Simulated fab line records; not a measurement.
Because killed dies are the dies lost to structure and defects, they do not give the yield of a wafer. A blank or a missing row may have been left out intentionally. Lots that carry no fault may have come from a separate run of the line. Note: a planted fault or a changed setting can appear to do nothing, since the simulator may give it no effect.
Problem report, 8D (eight disciplines) form, completed by code	flow nand harc	the parts of the form that need people (team, actions taken, sign-off) are left out

## 1. THE PROBLEM
Wafers with no fault read 0.6 with a standard deviation of 0.86, whereas killed at other at NHARC_END_SORT_01 reads a mean of 590.0 on 1 wafer of 1 lot. So: +99 or more standard deviations from the usual mean.
Earliest sighting: wafer L124.3 on prober-02 at day 27 05:14. The record holds 12 wafers of 4 lots with a number at this step. Rule for "out" (also "out of limits"): further than 4 standard deviations from the usual mean. The other wafers with a number count as sound.

## 2. WHAT IT IS AND WHAT IT IS NOT
question	is	is not
which readings at this step	killed at other, defect limited yield, killed dies, sort_bin_2_pct, sort n pass, sort rim yield pct, sort yield pct	killed at array, killed at periphery, killed short, sort_bin_4_pct
which lots	L124	L119, L132, L134
which wafers of those lots	L124.3	L124.1, L124.4
read on which gauges	prober-02	prober-01
when	from day 27 05:14	up to then (4 sound wafers); but 7 sound wafers of L124, L132, L134 came after

## 3. THE SUSPECTS, EACH WITH WHAT RULES IT OUT
Counting: if a tool at a process step up to the reading ran every lot that is out, it stays a suspect. Sound lots after the first of them don't rule it out here, since some wafers of a struck lot are sound.
- the gauge at NHARC_END_SORT_01: ruled out. All the wafers that are out were read on prober-02, but those of them that NHARC_THIN_TSV_ETCH_44 has rows for are out there too, on other tools.
- cmp-01 at NHARC_THIN_TSV_CMP_01 (polishes): kept. It ran the lot that is out, L124 (day 26 11:25).
- rie diel-04 at NHARC_THIN_TSV_DESCUM_14 (chemistry O2, time 3 s): kept. It ran the lot that is out, L124 (day 26 12:53).
- rie diel-04 at NHARC_THIN_TSV_ETCH_44 (etches the open film in CF4/O2, target depth 1594.2 nm, time 797.1 s): kept. It ran the lot that is out, L124 (day 26 12:58). Its own readings are out on those wafers: run length s.
- At NHARC_THIN_TSV_CMP_01, inside cmp-01: chamber 1 took the wafers that are out, while their sound lot-mates went through chambers 0, 2.
- At NHARC_THIN_TSV_DESCUM_14, inside rie diel-04: chamber 3 took the wafers that are out, while their sound lot-mates went through chambers 1, 2.
- At NHARC_THIN_TSV_ETCH_44, inside rie diel-04: chamber 0 took the wafers that are out, while their sound lot-mates went through chambers 1, 3.
The count leaves cmp-01 at NHARC_THIN_TSV_CMP_01, rie diel-04 at NHARC_THIN_TSV_DESCUM_14, and rie diel-04 at NHARC_THIN_TSV_ETCH_44.

## 4. THE CAUSE (what the simulator had put in)
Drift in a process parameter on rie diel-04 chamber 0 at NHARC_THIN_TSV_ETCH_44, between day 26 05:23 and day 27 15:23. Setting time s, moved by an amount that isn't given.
Counting leaves 3 suspects; this tool is one of them.

## 5. THE CHAIN OF EFFECTS, in route order
One row per reading whose mean, taken over the struck wafers that have a number, lies over 3 standard deviations from the usual. Only readings for which the record gives a usual standard deviation are gone through. hours: the time from each lot's start at the first step in this table that gives one to its start at this step, as a median over the lots. sigmas: the change in usual standard deviations.
hours	step	reading	usual	on struck wafers	change	sigmas
0	NHARC_THIN_TSV_ETCH_44	run length s	818.5 s	613.8	-204.7	-99 or more
1	NHARC_THIN_TSV_CD_MEAS_16	cd nm	1000.2 nm	1004.4	+4.2	+3.8
16	NHARC_END_SORT_01	defect limited yield	91.4 %	0.0	-91.4	-38
16	NHARC_END_SORT_01	killed at other	0.6	590.0	+589.4	+99 or more
16	NHARC_END_SORT_01	killed dies	58	677	+619	+39
16	NHARC_END_SORT_01	sort_bin_2_pct	3.1 %	91.7	+88.6	+81
16	NHARC_END_SORT_01	sort n pass	619	0	-619	-39
16	NHARC_END_SORT_01	sort rim yield pct	89 %	0	-89	-15
16	NHARC_END_SORT_01	sort yield pct	91.4 %	0.0	-91.4	-38
The process steps in it:
- NHARC_THIN_TSV_ETCH_44: etches the open film in CF4/O2, target depth 1594.2 nm, time 797.1 s.
Readings that are blank on the struck wafers while sound wafers have them: bias w at NHARC_THIN_TSV_ETCH_44.

## 6. HOW IT WOULD HAVE BEEN CAUGHT EARLIER
Counted from the fault's start at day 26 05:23, it took 24 hours until the first out-of-limits reading at a measuring or inspecting step in this record, taken at day 27 05:14.
At NHARC_THIN_TSV_ETCH_44, the tool's own readings (run length s) were out on each struck wafer the step has a row for, so an alarm limit on them would have fired on the first such wafer.
The start of NHARC_THIN_TSV_ETCH_44 on rie diel-04 came by day 27 05:14 for every one of the lots that are out (1). Holding the tool at that point would not have protected any of them.
